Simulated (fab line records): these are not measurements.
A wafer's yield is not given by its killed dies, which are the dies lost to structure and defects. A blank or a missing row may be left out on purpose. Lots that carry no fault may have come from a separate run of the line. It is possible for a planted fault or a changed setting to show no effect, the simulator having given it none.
Chamber matching	flow n5Finfet	N5_BEOL_M3_STRIP_66 on rieDiel-03 has 4 sister chambers
The step strips in CF4. 8 wafers are shown with their chamber, then 9 later ones without.

== WAFERS, EACH WITH ITS CHAMBER ==
wafer	chamber	throttleValvePct (%)	oesProductAu (a.u.)
L813.4	0	13.73	0.85
L813.6	3	13.53	0.68
L819.3	1	13.94	0.71
L819.5	1	13.94	0.71
L820.4	2	13.12	0.92
L820.5	0	13.75	0.82
L823.3	2	13.13	0.91
L823.4	3	12.99	0.94

== WAFERS MISSING THEIR CHAMBER ==
wafer	throttleValvePct (%)	oesProductAu (a.u.)
L826.1	13.15	0.90
L826.4	13.95	0.71
L826.6	12.99	0.91
L827.1	13.98	0.71
L827.4	13.14	0.90
L827.6	13.15	0.89
L828.2	13.00	0.89
L828.5	13.77	0.81
L828.6	13.00	0.90

== WHICH CHAMBER EACH ONE RAN IN ==
wafer	from the rows above	in truth
L826.1	can't be placed: 2 or 3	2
L826.4	can't be placed: 1 or 0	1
L826.6	can't be placed: 2 or 3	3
L827.1	can't be placed: 1 or 0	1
L827.4	can't be placed: 2 or 3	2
L827.6	can't be placed: 2 or 3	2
L828.2	can't be placed: 2 or 3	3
L828.5	can't be placed: 0 or 1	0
L828.6	can't be placed: 2 or 3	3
Placed correctly: 0 of 9. Not placeable from these rows: 9 (in 9, the candidates include the true chamber). Number placed wrongly: 0.
How it was worked out, from the rows above alone: a wafer's distance from a chamber is the root of the sum, over the readings, of the square of ((its reading less the chamber's mean) divided by the reading's scatter). The wafer belongs to the nearest chamber; if the next one is less than 2 further off, it can't be placed. The mean given for a chamber averages the wafers shown for that chamber. The scatter is the square root of a quotient: the sum, over the shown wafers, of each reading's squared deviation from its chamber's mean, divided by wafers minus chambers.
